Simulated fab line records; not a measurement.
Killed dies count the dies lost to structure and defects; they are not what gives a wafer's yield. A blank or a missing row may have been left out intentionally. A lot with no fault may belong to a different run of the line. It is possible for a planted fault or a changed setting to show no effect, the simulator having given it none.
fab line records	flow n5-finfet	part 2 of 2: steps 22 to 28 of 28
record: lots: 5	wafers: 15	last-day: 18
route steps=1938 shown SD_EPI_N@289 SD_EPI_P@295
lots with no fault: from the same line, run without faults
start-h: the number of hours between the record's first day and the start of the first shown wafer of the lot	wait-h: time in hours since the lot's previous step	" repeats the value in the row above	L1.1+2: several wafers, shown together as one row	- value missing, or start not given	* or withheld: withheld	< > ~ a bound
route shown NAME@n: NAME is a module with steps in the file, n the number in the route of the first one	usual: average and standard deviation across the fault-free wafers	same: alike in all rows	chamber/n: place in a boat	sites: readings site by site	_std_site: how widely they spread, as a standard deviation	_edge_site: outer sites' mean less inner sites'	radius-mm: for every site, how far away it sits from the centre of the wafer	mask NAME#n: copy n	behind: the most recent tool/chamber to have shaped the wafer	hold: why the lot was held/for how many hours/how that ended	device: names the non-switching transistor (n, p or np)	end of line: at the end of the route, the tests of the same wafers	a step without rows: its recipe alone	killed: at the first sort, the dies lost to defects and structure; wafer yield is something else	map: dies across one wafer; x = killed, . = not, _ = none there
set.NAME: the run value of the setting; set.NAME@STEP: its run value at that earlier step	model.NAME: the simulator's own value behind a step, which no gauge read
a table for each step, a row for each wafer; lots at some steps of the route
services: a tool's chamber out of use, with start hour (start-h, from the record's first day; less than 0 if before it), hours out, and reason
== steps ==
step: N5_SD_EPI_P_ETCHBACK_46
recipe: chemistry: CH3F/O2	mode: anisotropic-etchback	target: SiNx	target-depth-a: 175	stop-on: SiO2	over-etch-frac: 0.3	ion-energy-ev: 120	pressure-mtorr: 30	source-w: 395	bias-w: 73	Ar_flow_sccm: 150	CH3F_flow_sccm: 30	O2_flow_sccm: 20
usual: drypump-motor-current-A: 5.4/0.33	oes_o_777_au: 0.78/0.089	oes-product-au: 0.66/0.076	rf-vpp-V: 297.0/2.6	showerhead-plenum-p-Torr: 1.98/0.061	throttle-valve-pct: 16.44/0.28
lot.wafer	tool	chamber	start-h	wait-h	drypump-motor-current-A	oes_o_777_au	oes-product-au	rf-hours-counter-h	rf-vpp-V	showerhead-plenum-p-Torr	throttle-valve-pct
L074.2	rie-diel-04	1	59.18	0.0	5.2	0.79	0.67	113	298.6	2.02	16.06
L074.3	"	2	"	"	5.8	0.71	0.61	212	294.9	1.90	16.76
L074.6	"	0	"	"	5.1	0.69	0.58	-	293.8	1.97	16.75
L077.1	rie-diel-04	3	71.74	0.0	5.6	0.95	0.81	18	294.2	1.96	15.92
L077.3	"	1	"	"	5.2	0.79	0.66	117	299.5	2.02	16.07
L077.4	"	2	"	"	5.9	0.71	0.60	217	296.0	1.90	16.76
L080.1	rie-diel-06	1	90.11	0.0	4.9	0.80	0.68	117	301.5	2.10	16.47
L080.5	"	3	"	"	5.9	0.68	0.59	-	295.3	1.96	16.62
L080.6	"	0	"	"	5.3	0.77	0.66	-	299.1	2.01	16.68
L090.2	rie-diel-06	3	149.33	0.0	5.9	0.94	0.82	12	294.8	1.96	16.18
L090.3	"	1	"	"	4.9	0.78	0.66	141	301.5	2.09	16.51
L090.5	"	2	"	"	5.3	0.69	0.59	-	299.6	1.89	16.69
L096.1	rie-diel-04	0	184.91	0.0	5.1	1.00	0.84	2	292.6	1.96	16.32
L096.2	"	3	"	"	5.6	0.88	0.74	58	294.5	1.95	15.99
L096.3	"	1	"	"	5.2	0.77	0.64	139	297.3	2.01	16.10
step: N5_SD_EPI_P_ETCH_47
recipe: chemistry: CH3F/O2	target: SiOCN	target-depth-a: 250	mask-material: SOC	ion-energy-ev: 60	bias-w: 29	pressure-mtorr: 30	source-w: 410	Ar_flow_sccm: 150	CH3F_flow_sccm: 30	O2_flow_sccm: 20
usual: drypump-motor-current-A: 5.4/0.33	oes_o_777_au: 0.78/0.089	oes-product-au: 0.78/0.092	rf-vpp-V: 127.2/1.4	showerhead-plenum-p-Torr: 1.98/0.061	throttle-valve-pct: 16.41/0.28
lot.wafer	tool	chamber	start-h	wait-h	drypump-motor-current-A	oes_o_777_au	oes-product-au	rf-hours-counter-h	rf-vpp-V	showerhead-plenum-p-Torr	throttle-valve-pct
L074.2	rie-diel-04	1	59.28	0.1	5.1	0.79	0.78	113	127.3	2.02	16.04
L074.3	"	2	"	"	5.8	0.71	0.71	212	125.9	1.90	16.72
L074.6	"	0	"	"	5.1	0.69	0.67	-	125.4	1.97	16.72
L077.1	rie-diel-04	3	71.84	0.1	5.6	0.95	0.95	18	126.5	1.96	15.89
L077.3	"	1	"	"	5.2	0.79	0.78	117	128.2	2.02	16.06
L077.4	"	2	"	"	5.8	0.71	0.70	217	127.5	1.90	16.74
L080.1	rie-diel-06	1	90.21	0.1	4.9	0.79	0.79	117	128.7	2.10	16.44
L080.5	"	3	"	"	5.9	0.68	0.68	-	127.1	1.96	16.59
L080.6	"	0	"	"	5.3	0.77	0.77	-	129.3	2.01	16.67
L090.2	rie-diel-06	3	149.43	0.1	5.9	0.94	0.95	12	127.8	1.96	16.16
L090.3	"	1	"	"	4.9	0.78	0.78	141	128.2	2.09	16.48
L090.5	"	2	"	"	5.4	0.68	0.69	-	127.5	1.89	16.66
L096.1	rie-diel-04	0	185.01	0.1	5.1	1.00	0.98	2	125.6	1.96	16.31
L096.2	"	3	"	"	5.6	0.88	0.87	58	125.6	1.95	15.96
L096.3	"	1	"	"	5.2	0.76	0.76	139	128.8	2.01	16.08
step: N5_SD_EPI_P_ETCH_16
recipe: chemistry: CHF3/O2	target: SiO2	target-depth-a: 50	mask-material: SOC	pressure-mtorr: 30	source-w: 650	bias-w: 170	Ar_flow_sccm: 200	CHF3_flow_sccm: 50	O2_flow_sccm: 5	ion-energy-ev: 200
usual: drypump-motor-current-A: 5.4/0.33	oes_o_777_au: 0.78/0.089	oes-product-au: 0.77/0.092	rf-vpp-V: 523/4.4	showerhead-plenum-p-Torr: 2.38/0.071	throttle-valve-pct: 18.99/0.28
lot.wafer	tool	chamber	start-h	wait-h	drypump-motor-current-A	oes_o_777_au	oes-product-au	rf-hours-counter-h	rf-vpp-V	showerhead-plenum-p-Torr	throttle-valve-pct
L074.2	rie-diel-04	1	59.38	0.1	5.1	0.79	0.78	113	526	2.43	18.59
L074.3	"	2	"	"	5.8	0.71	0.71	212	521	2.30	19.30
L074.6	"	0	"	"	5.1	0.69	0.68	-	516	2.37	19.28
L077.1	rie-diel-04	3	71.94	0.1	5.6	0.95	0.94	18	519	2.37	18.47
L077.3	"	1	"	"	5.1	0.79	0.78	117	524	2.43	18.60
L077.4	"	2	"	"	5.8	0.71	0.70	217	521	2.30	19.32
L080.1	rie-diel-06	1	90.31	0.1	4.9	0.80	0.80	117	531	2.52	19.00
L080.5	"	3	"	"	5.9	0.68	0.68	-	520	2.37	19.13
L080.6	"	0	"	"	5.3	0.77	0.77	-	525	2.42	19.25
L090.2	rie-diel-06	3	149.53	0.1	5.9	0.94	0.96	12	520	2.36	18.78
L090.3	"	1	"	"	4.9	0.79	0.78	141	531	2.51	19.06
L090.5	"	2	"	"	5.4	0.69	0.68	-	527	2.29	19.22
L096.1	rie-diel-04	0	185.11	0.1	5.1	0.99	0.98	2	515	2.36	18.92
L096.2	"	3	"	"	5.6	0.88	0.87	58	519	2.35	18.54
L096.3	"	1	"	"	5.2	0.76	0.76	139	525	2.42	18.64
step: N5_SD_EPI_P_STRIP_50
recipe: chemistry: CHF3/O2	resist: SiARC	rf-frequency-hz: 6e+07
lot.wafer	tool	chamber	start-h	wait-h
L074.2+3+6	rie-diel-04	1,2,0	59.42	0.0
L077.1+3+4	rie-diel-04	3,1,2	71.98	0.0
L080.1+5+6	rie-diel-06	1,3,0	90.35	0.0
L090.2+3+5	rie-diel-06	3,1,2	149.57	0.0
L096.1+2+3	rie-diel-04	0,3,1	185.15	0.0
step: N5_SD_EPI_P_SD_RECESS_17
recipe: chemistry: HBr/Cl2/O2	target-depth-a: 391	bt-time-s: 3	pressure-mtorr: 10	icp-w: 800	bias-w: 112	HBr_flow_sccm: 150	Cl2_flow_sccm: 80	O2_flow_sccm: 12
usual: drypump-motor-current-A: 5.7/0.56	he-backside-leak-sccm: 2.7/0.35	oes_o_777_au: 0.996/0.015	oes-product-au: 1.000/0.016	throttle-valve-pct: 37.18/0.18
lot.wafer	tool	chamber	start-h	wait-h	drypump-motor-current-A	he-backside-leak-sccm	oes_o_777_au	oes-product-au	rf-hours-counter-h	throttle-valve-pct
L074.2	rie-si-05	2	59.45	0.0	6.0	2.9	0.953	0.972	152	37.47
L074.3	"	1	"	"	6.0	2.3	1.005	1.019	1	37.09
L074.6	"	2	"	"	6.0	3.0	0.962	0.963	-	37.49
L077.1	rie-si-06	3	72.01	0.0	4.8	2.6	1.001	0.991	105	37.33
L077.3	"	1	"	"	6.6	2.5	1.013	1.005	111	37.19
L077.4	"	0	"	"	6.1	2.5	1.001	1.019	84	37.26
L080.1	rie-si-05	2	90.38	0.0	5.9	2.9	0.965	0.977	153	37.48
L080.5	"	3	"	"	5.3	3.2	1.015	1.015	-	37.19
L080.6	"	0	"	"	5.8	2.6	0.988	0.993	-	37.14
L090.2	rie-si-05	2	149.60	0.0	6.0	2.8	0.960	0.969	154	37.49
L090.3	"	0	"	"	5.8	2.7	0.983	0.995	1	37.15
L090.5	"	1	"	"	6.0	2.3	1.000	1.026	-	37.08
L096.1	rie-si-06	1	185.19	0.0	6.6	2.5	1.004	1.014	113	37.22
L096.2	"	0	"	"	6.2	2.5	0.996	1.011	87	37.27
L096.3	"	2	"	"	5.4	2.7	0.984	0.984	165	36.86
step: N5_SD_EPI_P_WET_ETCH_45
recipe: chemistry: dHF	dilution: withheld	time-s: 10.7	target: SiO2	target-depth-a: 20	temp-c: 25	dry: ipa-marangoni	rinse-time-s: 30	rinse-temp-c: 23
lot.wafer	tool	chamber	start-h	wait-h
L074.2+3+6	wet-bench-03	3,5,4	59.55	0.1
L077.1+3+4	wet-bench-03	2,4,7	72.10	0.1
L080.1+5+6	wet-bench-01	5,2,1	90.48	0.1
L090.2+3+5	wet-bench-03	6,3,5	149.70	0.1
L096.1+2+3	wet-bench-01	6,5,7	185.28	0.1
step: N5_SD_EPI_P_STRIP_40
recipe: chemistry: N2/H2	power-w: 1000	temp-c: 250	h2-frac: 0.65	overash-fraction: 0.3	pressure-mtorr: withheld	n2-flow-sccm: 1750	h2-flow-sccm: 3250
usual: drypump-motor-current-A: 5.4/0.45	heater-power-w: 344/47	oes-product-au: 0.762/0.011
lot.wafer	tool	chamber	start-h	wait-h	drypump-motor-current-A	heater-power-w	oes-product-au	rf-hours-counter-h
L074.2	plasma-asher-02	0	59.60	0.0	4.8	294	0.759	88
L074.3	"	0	"	"	4.9	300	0.756	-
L074.6	"	0	"	"	4.9	301	0.762	-
L077.1	plasma-asher-02	1	72.15	0.0	5.7	427	0.751	91
L077.3	"	0	"	"	4.8	301	0.754	-
L077.4	"	1	"	"	5.7	417	0.755	-
L080.1	plasma-asher-01	1	90.54	0.0	5.2	318	0.772	39
L080.5	"	0	"	"	6.0	326	0.781	-
L080.6	"	1	"	"	5.2	317	0.760	-
L090.2	plasma-asher-01	0	149.75	0.0	6.0	344	0.767	50
L090.3	"	1	"	"	5.2	315	0.749	-
L090.5	"	0	"	"	6.0	341	0.767	-
L096.1	plasma-asher-01	0	185.33	0.0	6.0	341	0.758	58
L096.2	"	1	"	"	5.2	309	0.760	58
L096.3	"	1	"	"	5.2	314	0.760	-
== services ==
tool	chamber	start-h	hours	kind
arfi-scanner-01	-	40.85	0.7	repair
arfi-scanner-01	-	45.84	2.7	repair
ald-sin-03	3	53.96	2.6	repair
arfi-scanner-03	-	54.99	11.5	repair
arfi-scanner-01	-	68.08	0.2	repair
rie-diel-04	-	77.71	4.0	pm
rie-diel-04	-	85.65	11.0	repair
ald-sin-01	-	85.90	14.0	pm
arfi-scanner-03	-	95.52	2.3	repair
arfi-scanner-01	-	97.71	1.0	pm
ald-sin-04	3	100.14	9.7	repair
arfi-scanner-01	-	105.35	0.8	pm
arfi-scanner-02	-	107.24	1.3	pm
rie-diel-04	1	109.40	44.5	repair
rie-diel-04	2	110.11	3.2	repair
arfi-scanner-03	-	116.87	0.8	pm
arfi-scanner-03	-	124.81	1.0	pm
rie-diel-04	0	133.33	1.2	repair
rie-si-05	0	133.94	9.1	repair
arfi-scanner-02	-	140.61	3.0	repair
rie-diel-06	-	154.09	14.6	pm
arfi-scanner-03	-	156.32	1.3	pm
arfi-scanner-03	-	171.45	1.0	pm
rie-si-05	1	177.08	7.1	repair
